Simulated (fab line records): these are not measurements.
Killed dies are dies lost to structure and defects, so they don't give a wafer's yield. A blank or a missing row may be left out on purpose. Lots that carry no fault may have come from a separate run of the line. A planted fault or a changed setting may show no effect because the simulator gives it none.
Matching of chambers + flow n5-finfet + rie-diel-03 running N5_BEOL_M6_ETCH_62: 4 sister chambers
The step etches SOC in N2/H2, target depth 110 nm, overetch 22 nm, time 165 s. 14 wafers are shown with their chamber, then 7 later ones without.

## EACH WAFER AND ITS CHAMBER
| wafer  | chamber | drypump-motor-current-A (A) | showerhead-plenum-p-Torr (Torr) | oes-product-au (a.u.) |
|--------|---------|-----------------------------|---------------------------------|-----------------------|
| L815.2 | 1       | 4.9                         | 2.68                            | 0.69                  |
| L815.5 | 3       | 6.2                         | 2.52                            | 0.61                  |
| L815.6 | 0       | 5.2                         | 2.52                            | 0.60                  |
| L816.2 | 0       | 5.2                         | 2.52                            | 0.60                  |
| L816.3 | 3       | 6.2                         | 2.52                            | 0.61                  |
| L816.6 | 0       | 5.2                         | 2.52                            | 0.60                  |
| L821.1 | 0       | 5.2                         | 2.52                            | 0.60                  |
| L821.4 | 2       | 6.5                         | 2.60                            | 0.81                  |
| L821.5 | 2       | 6.5                         | 2.60                            | 0.82                  |
| L823.4 | 1       | 4.9                         | 2.67                            | 0.69                  |
| L823.5 | 3       | 6.3                         | 2.51                            | 0.60                  |
| L823.6 | 2       | 6.5                         | 2.60                            | 0.78                  |
| L828.1 | 0       | 5.1                         | 2.51                            | 0.59                  |
| L828.4 | 3       | 6.2                         | 2.51                            | 0.59                  |

SIGNATURES (means of the wafers above)
| reading                  | chamber 0 | chamber 1 | chamber 2 | chamber 3 | scatter within a chamber |
|--------------------------|-----------|-----------|-----------|-----------|--------------------------|
| drypump-motor-current-A  | 5.180     | 4.900     | 6.500     | 6.225     | 0.0394                   |
| showerhead-plenum-p-Torr | 2.5180    | 2.6750    | 2.6000    | 2.5150    | 0.0048                   |
| oes-product-au           | 0.5980    | 0.6900    | 0.8033    | 0.6025    | 0.0111                   |
Rule: for each reading, subtract the chamber's mean from the wafer's reading, divide by that reading's scatter and square the result; add these up over the readings and take the root, which gives the wafer's distance from the chamber. If the next closest chamber is less than 2 further off than the closest, the wafer can't be placed; otherwise it belongs to the closest. The scatter: the root of (the sum of the squares of (reading less its chamber's mean) over the shown wafers, divided by (wafers less chambers)).

## WAFERS WITH NO CHAMBER GIVEN
| wafer  | drypump-motor-current-A (A) | showerhead-plenum-p-Torr (Torr) | oes-product-au (a.u.) |
|--------|-----------------------------|---------------------------------|-----------------------|
| L828.6 | 4.9                         | 2.67                            | 0.68                  |
| L835.2 | 6.5                         | 2.59                            | 0.74                  |
| L835.3 | 4.9                         | 2.66                            | 0.67                  |
| L835.5 | 4.9                         | 2.66                            | 0.67                  |
| L834.1 | 5.2                         | 2.50                            | 0.58                  |
| L834.2 | 4.9                         | 2.66                            | 0.67                  |
| L834.4 | 6.5                         | 2.58                            | 0.74                  |

## EACH ONE'S CHAMBER
| wafer  | from the rows above | in truth |
|--------|---------------------|----------|
| L828.6 | 1                   | 1        |
| L835.2 | 2                   | 2        |
| L835.3 | 1                   | 1        |
| L835.5 | 1                   | 1        |
| L834.1 | 0                   | 0        |
| L834.2 | 1                   | 1        |
| L834.4 | 2                   | 2        |
7 of 7 placed correctly. Left unplaced by these rows: 0. 0 placed wrongly.
